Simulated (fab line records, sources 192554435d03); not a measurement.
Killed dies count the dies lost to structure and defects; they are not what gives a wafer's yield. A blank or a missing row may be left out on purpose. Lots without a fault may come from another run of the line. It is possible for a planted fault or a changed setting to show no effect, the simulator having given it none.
The tool behind it: which one? | flow n5 finfet | Sampling: 24 lots, 72 wafers, 5 of 1938 route steps

## WHAT THE GAUGES SHOWED, per wafer
N5_BEOL_M0_SAQP_CD_MEAS_40: the cd target is 30 nm. Usual: 30.01 nm for cd nm, sd 0.28.
lot  | measured     | on        | cd nm (nm)        | flag
L074 | day 5 16:17  | cd sem-02 | 30.01 29.86 29.53 |
L075 | day 6 02:33  | cd sem-02 | 30.03 29.69 29.86 |
L076 | day 6 11:16  | cd sem-03 | 29.98 30.28 30.03 |
L077 | day 6 13:38  | cd sem-03 | 30.19 30.20 30.42 |
L078 | day 6 16:24  | cd sem-01 | 29.68 29.70 29.76 |
L079 | day 7 00:14  | cd sem-02 | 29.64 30.18 30.22 |
L080 | day 7 03:39  | cd sem-02 | 29.86 29.65 29.92 |
L081 | day 7 12:15  | cd sem-03 | 30.17 30.01 30.35 |
L082 | day 7 17:09  | cd sem-02 | 30.09 30.05 29.89 |
L083 | day 8 00:57  | cd sem-01 | 30.14 29.78 29.80 |
L084 | day 8 05:46  | cd sem-02 | 30.56 29.70 30.18 |
L085 | day 8 12:47  | cd sem-02 | 30.50 29.91 30.53 |
L086 | day 8 19:16  | cd sem-02 | 29.91 30.15 30.02 |
L087 | day 9 01:58  | cd sem-02 | 29.87 29.92 29.82 |
L088 | day 9 06:22  | cd sem-03 | 29.88 29.82 30.14 |
L089 | day 9 11:35  | cd sem-01 | 30.40 30.10 30.05 |
L090 | day 9 15:51  | cd sem-03 | 29.89 30.42 30.10 |
L091 | day 9 22:31  | cd sem-03 | 30.47 30.56 30.36 |
L092 | day 10 02:22 | cd sem-03 | 30.11 30.66 30.20 |
L093 | day 10 09:20 | cd sem-03 | 29.37 30.00 29.67 |
L094 | day 10 15:31 | cd sem-02 | 29.79 30.04 29.83 |
L095 | day 10 20:04 | cd sem-03 | 29.98 29.70 29.97 |
L096 | day 11 04:37 | cd sem-01 | 30.17 30.37 30.13 |
L097 | day 11 11:10 | cd sem-01 | 30.37 30.32 30.31 |

N5_BEOL_M0_CUTY_OVL_MEAS_58. Usual: for M0_ABLK_OVL the level is 0.0 nm and the standard deviation is 0.82.
lot  | measured     | on         | M0_ABLK_OVL (nm) | flag
L074 | day 5 17:52  | overlay-01 | -1.6 0.1 -1.2    |
L075 | day 6 04:00  | overlay-02 | 0.4 0.3 0.5      |
L076 | day 6 12:49  | overlay-01 | 0.6 0.4 0.6      |
L077 | day 6 15:17  | overlay-01 | 0.0 0.6 -0.5     |
L078 | day 6 17:52  | overlay-01 | -0.8 -1.1 -0.4   |
L079 | day 7 01:47  | overlay-01 | -1.2 -1.2 -1.9   |
L080 | day 7 05:07  | overlay-01 | 0.0 -0.7 -0.1    |
L081 | day 7 13:40  | overlay-01 | -0.2 0.2 0.2     |
L082 | day 7 18:37  | overlay-01 | 0.3 0.2 -0.7     |
L083 | day 8 02:18  | overlay-01 | -0.2 -0.7 -0.9   |
L084 | day 8 07:25  | overlay-02 | 1.3 0.9 0.8      |
L085 | day 8 14:14  | overlay-01 | -0.3 -0.8 0.3    |
L086 | day 8 20:43  | overlay-01 | 0.4 -0.8 0.0     |
L087 | day 9 03:17  | overlay-02 | 0.5 -1.3 -0.5    |
L088 | day 9 08:05  | overlay-02 | 0.7 0.3 1.5      |
L089 | day 9 13:55  | overlay-01 | -0.6 -0.6 -0.8   |
L090 | day 9 17:37  | overlay-01 | 0.3 1.0 0.4      |
L091 | day 10 00:04 | overlay-02 | -0.9 1.3 0.9     |
L092 | day 10 03:49 | overlay-02 | -0.8 -0.8 -1.3   |
L093 | day 10 10:47 | overlay-02 | 0.0 0.5 1.8      |
L094 | day 10 16:52 | overlay-02 | -0.1 1.0 0.4     |
L095 | day 10 21:32 | overlay-01 | -0.2 -0.6 0.0    |
L096 | day 11 06:14 | overlay-01 | -0.2 -1.2 0.3    |
L097 | day 11 12:45 | overlay-02 | 0.6 0.1 0.3      |

## TOOL THAT RAN EACH LOT (tool first, then ch and the chambers of the sampled wafers, then the start)
lot  | N5_BEOL_M0_SAQP_RECESS_104         | N5_BEOL_M0_SAQP_ETCH_107           | N5_BEOL_M0_SAQP_ETCH_49
L074 | vapor etch-02 ch 0,1, day 5 14:12  | rie diel-05 ch 1,2,3, day 5 14:43  | rie diel-05 ch 0,1,3, day 5 17:21
L075 | vapor etch-01 ch 0, day 5 23:37    | rie diel-05 ch 1,3, day 6 00:29    | rie diel-04 ch 0,1,3, day 6 03:29
L076 | vapor etch-01 ch 0, day 6 09:20    | rie diel-05 ch 0,2,3, day 6 09:58  | rie diel-05 ch 1,2, day 6 12:17
L077 | vapor etch-01 ch 0, day 6 10:50    | rie diel-04 ch 1,2, day 6 11:28    | rie diel-05 ch 0,2,3, day 6 14:45
L078 | vapor etch-02 ch 0,1, day 6 14:10  | rie diel-01 ch 1,2,3, day 6 14:44  | rie diel-01 ch 1,2,3, day 6 17:20
L079 | vapor etch-01 ch 0, day 6 22:10    | rie diel-05 ch 1,2,3, day 6 22:48  | rie diel-01 ch 1,2, day 7 01:23
L080 | vapor etch-01 ch 0, day 7 01:36    | rie diel-05 ch 2,3, day 7 02:21    | rie diel-05 ch 0,2, day 7 04:35
L081 | vapor etch-01 ch 0, day 7 09:32    | rie diel-04 ch 0,1,2, day 7 10:03  | rie diel-05 ch 1,2,3, day 7 13:16
L082 | vapor etch-02 ch 1, day 7 15:05    | rie diel-04 ch 0,1,2, day 7 15:43  | rie diel-05 ch 0,1, day 7 18:05
L083 | vapor etch-01 ch 0,1, day 7 23:08  | rie diel-05 ch 1,2, day 7 23:38    | rie diel-05 ch 0,1,3, day 8 01:54
L084 | vapor etch-01 ch 0,1, day 8 03:15  | rie diel-04 ch 1,3, day 8 03:46    | rie diel-01 ch 1,2,3, day 8 06:53
L085 | vapor etch-01 ch 0,1, day 8 10:58  | rie diel-04 ch 0,3, day 8 11:29    | rie diel-01 ch 2,3, day 8 13:43
L086 | vapor etch-02 ch 0,1, day 8 16:45  | rie diel-05 ch 1,2,3, day 8 17:22  | rie diel-01 ch 0,2,3, day 8 20:11
L087 | vapor etch-01 ch 0,1, day 8 23:58  | rie diel-05 ch 0,1,3, day 9 00:38  | rie diel-04 ch 0,2, day 9 02:53
L088 | vapor etch-01 ch 0,1, day 9 04:36  | rie diel-05 ch 0,1,2, day 9 05:01  | rie diel-05 ch 0,3, day 9 07:34
L089 | vapor etch-01 ch 0,1, day 9 09:39  | rie diel-04 ch 0,1,3, day 9 10:10  | rie diel-04 ch 0,1,2, day 9 13:23
L090 | vapor etch-01 ch 0,1, day 9 14:02  | rie diel-04 ch 1,3, day 9 14:33    | rie diel-05 ch 0,1, day 9 17:05
L091 | vapor etch-02 ch 0,1, day 9 19:46  | rie diel-05 ch 0,1, day 9 20:12    | rie diel-04 ch 0,3, day 9 23:33
L092 | vapor etch-02 ch 0,1, day 10 00:26 | rie diel-04 ch 1,2,3, day 10 00:56 | rie diel-05 ch 0,1,2, day 10 03:17
L093 | vapor etch-02 ch 0,1, day 10 07:14 | rie diel-05 ch 1,2, day 10 07:47   | rie diel-05 ch 0,1,2, day 10 10:16
L094 | vapor etch-01 ch 1, day 10 13:25   | rie diel-05 ch 1,3, day 10 13:56   | rie diel-05 ch 1,2, day 10 16:28
L095 | vapor etch-02 ch 0,1, day 10 18:14 | rie diel-04 ch 0,2,3, day 10 18:46 | rie diel-05 ch 1,2,3, day 10 21:00
L096 | vapor etch-01 ch 0,1, day 11 02:14 | rie diel-04 ch 1,2,3, day 11 03:08 | rie diel-05 ch 0,1,2, day 11 05:50
L097 | vapor etch-01 ch 0,1, day 11 09:13 | rie diel-05 ch 0,1, day 11 09:44   | rie diel-01 ch 0,2,3, day 11 12:21
- N5_BEOL_M0_SAQP_RECESS_104: chemistry HF/NH3, target SiO2, target depth 18 nm, afs cycles 3, sublimation time 60 s.
- N5_BEOL_M0_SAQP_ETCH_107: etches SiNx in CH3F/O2, target depth 30 nm.
- N5_BEOL_M0_SAQP_ETCH_49: etches SiO2 in CF4/O2, target depth 37 nm.

## AS READ BY THE TOOLS THEMSELVES (means over the sampled wafers that have a number; for cases with no such wafer, the mark the record gives instead)
N5_BEOL_M0_SAQP_RECESS_104. Usual: 6.06 A for drypump motor current A, sd 0.25.
lot  | tool          | drypump motor current A (A) | flag
L074 | vapor etch-02 | 6.10                        |
L075 | vapor etch-01 | 6.24                        |
L076 | vapor etch-01 | 6.27                        |
L077 | vapor etch-01 | 6.26                        |
L078 | vapor etch-02 | 5.96                        |
L079 | vapor etch-01 | 6.27                        |
L080 | vapor etch-01 | 6.23                        |
L081 | vapor etch-01 | 6.24                        |
L082 | vapor etch-02 | 6.26                        |
L083 | vapor etch-01 | 6.13                        |
L084 | vapor etch-01 | 6.06                        |
L085 | vapor etch-01 | 6.10                        |
L086 | vapor etch-02 | 5.95                        |
L087 | vapor etch-01 | 6.11                        |
L088 | vapor etch-01 | 5.90                        |
L089 | vapor etch-01 | 5.89                        |
L090 | vapor etch-01 | 5.90                        |
L091 | vapor etch-02 | 5.98                        |
L092 | vapor etch-02 | 5.96                        |
L093 | vapor etch-02 | 5.97                        |
L094 | vapor etch-01 | 5.70                        |
L095 | vapor etch-02 | 6.14                        |
L096 | vapor etch-01 | 6.09                        |
L097 | vapor etch-01 | 5.90                        |

N5_BEOL_M0_SAQP_ETCH_107. Usual: drypump motor current A 5.5 A, standard deviation 0.43; oes product au 0.79 a.u., standard deviation 0.075; rf vpp V 294 V, standard deviation 5; showerhead plenum p Torr 2.00 Torr, standard deviation 0.068; throttle valve pct 16.46 %, standard deviation 0.19.
lot  | tool        | drypump motor current A (A) | oes product au (a.u.) | rf vpp V (V) | showerhead plenum p Torr (Torr) | throttle valve pct (%) | flag
L074 | rie diel-05 | 5.5                         | 0.87                  | 294          | 2.01                            | 16.36                  |
L075 | rie diel-05 | 5.3                         | 0.90                  | 293          | 2.02                            | 16.28                  |
L076 | rie diel-05 | 5.1                         | 0.80                  | 292          | 1.99                            | 16.39                  |
L077 | rie diel-04 | 5.6                         | 0.82                  | 287          | 1.94                            | 16.25                  |
L078 | rie diel-01 | 5.9                         | 0.85                  | 296          | 2.03                            | 16.23                  |
L079 | rie diel-05 | 5.5                         | 0.86                  | 293          | 2.01                            | 16.37                  |
L080 | rie diel-05 | 5.1                         | 0.85                  | 292          | 1.95                            | 16.29                  |
L081 | rie diel-04 | 5.7                         | 0.78                  | 293          | 1.95                            | 16.37                  |
L082 | rie diel-04 | 5.7                         | 0.78                  | 293          | 1.95                            | 16.38                  |
L083 | rie diel-05 | 5.8                         | 0.85                  | 295          | 2.06                            | 16.48                  |
L084 | rie diel-04 | 5.8                         | 0.81                  | 298          | 1.96                            | 16.49                  |
L085 | rie diel-04 | 5.8                         | 0.70                  | 301          | 1.98                            | 16.68                  |
L086 | rie diel-05 | 5.5                         | 0.84                  | 292          | 2.01                            | 16.41                  |
L087 | rie diel-05 | 5.2                         | 0.81                  | 293          | 2.05                            | 16.41                  |
L088 | rie diel-05 | 5.4                         | 0.79                  | 294          | 2.04                            | 16.52                  |
L089 | rie diel-04 | 5.8                         | 0.75                  | 298          | 1.97                            | 16.59                  |
L090 | rie diel-04 | 5.8                         | 0.75                  | 298          | 1.97                            | 16.68                  |
L091 | rie diel-05 | 5.5                         | 0.81                  | 296          | 2.10                            | 16.53                  |
L092 | rie diel-04 | 5.7                         | 0.77                  | 294          | 1.95                            | 16.49                  |
L093 | rie diel-05 | 5.7                         | 0.83                  | 294          | 2.06                            | 16.52                  |
L094 | rie diel-05 | 5.3                         | 0.85                  | 293          | 2.01                            | 16.34                  |
L095 | rie diel-04 | 5.7                         | 0.71                  | 295          | 1.96                            | 16.59                  |
L096 | rie diel-04 | 5.7                         | 0.76                  | 293          | 1.95                            | 16.51                  |
L097 | rie diel-05 | 5.1                         | 0.74                  | 295          | 2.07                            | 16.56                  |

N5_BEOL_M0_SAQP_ETCH_49. Usual: drypump motor current A 5.5 A, standard deviation 0.52; oes product au 0.80 a.u., standard deviation 0.079; rf vpp V 239 V, standard deviation 4.1; showerhead plenum p Torr 2.22 Torr, standard deviation 0.072; throttle valve pct 15.92 %, standard deviation 0.19.
lot  | tool        | drypump motor current A (A) | oes product au (a.u.) | rf vpp V (V) | showerhead plenum p Torr (Torr) | throttle valve pct (%) | flag
L074 | rie diel-05 | 5.2                         | 0.85                  | 238          | 2.27                            | 15.88                  |
L075 | rie diel-04 | 5.8                         | 0.77                  | 242          | 2.18                            | 16.07                  |
L076 | rie diel-05 | 5.7                         | 0.86                  | 239          | 2.27                            | 15.93                  |
L077 | rie diel-05 | 5.1                         | 0.81                  | 236          | 2.19                            | 15.86                  |
L078 | rie diel-01 | 5.9                         | 0.84                  | 240          | 2.24                            | 15.75                  |
L079 | rie diel-01 | 5.8                         | 0.77                  | 241          | 2.26                            | 15.75                  |
L080 | rie diel-05 | 5.2                         | 0.76                  | 237          | 2.19                            | 15.94                  |
L081 | rie diel-05 | 5.4                         | 0.85                  | 238          | 2.21                            | 15.84                  |
L082 | rie diel-05 | 5.1                         | 0.78                  | 239          | 2.30                            | 16.03                  |
L083 | rie diel-05 | 5.2                         | 0.82                  | 238          | 2.26                            | 15.91                  |
L084 | rie diel-01 | 5.9                         | 0.83                  | 240          | 2.23                            | 15.77                  |
L085 | rie diel-01 | 5.5                         | 0.86                  | 240          | 2.22                            | 15.74                  |
L086 | rie diel-01 | 5.9                         | 0.82                  | 244          | 2.23                            | 15.98                  |
L087 | rie diel-04 | 5.6                         | 0.75                  | 235          | 2.15                            | 15.87                  |
L088 | rie diel-05 | 4.9                         | 0.81                  | 237          | 2.20                            | 15.84                  |
L089 | rie diel-04 | 5.7                         | 0.76                  | 237          | 2.15                            | 15.91                  |
L090 | rie diel-05 | 5.1                         | 0.77                  | 239          | 2.30                            | 16.05                  |
L091 | rie diel-04 | 5.8                         | 0.69                  | 244          | 2.18                            | 16.24                  |
L092 | rie diel-05 | 5.4                         | 0.79                  | 238          | 2.24                            | 16.00                  |
L093 | rie diel-05 | 5.4                         | 0.77                  | 238          | 2.24                            | 16.01                  |
L094 | rie diel-05 | 5.8                         | 0.83                  | 239          | 2.26                            | 15.98                  |
L095 | rie diel-05 | 5.5                         | 0.82                  | 238          | 2.20                            | 15.88                  |
L096 | rie diel-05 | 5.4                         | 0.77                  | 238          | 2.24                            | 16.02                  |
L097 | rie diel-01 | 5.8                         | 0.88                  | 243          | 2.22                            | 15.86                  |

## THE ANSWER, worked out from the rows above alone
Rule: lot off if the mean of its wafers having a number is beyond 3 standard deviations from the usual mean. A lot without any number at a reading at which 4 lots or more have one is off too. The other lots that the step has rows for count as sound. After the gauges, taken in route order, come the tools' own readings; for these a lot's mean is taken, as printed above. The first step at which some lot is off is used, and at that step the reading that is off furthest; a lot without a number counts as furthest.
No lot is off on any of the readings shown, so nothing can be concluded from this.

## WHAT WAS PUT IN BY THE SIMULATOR
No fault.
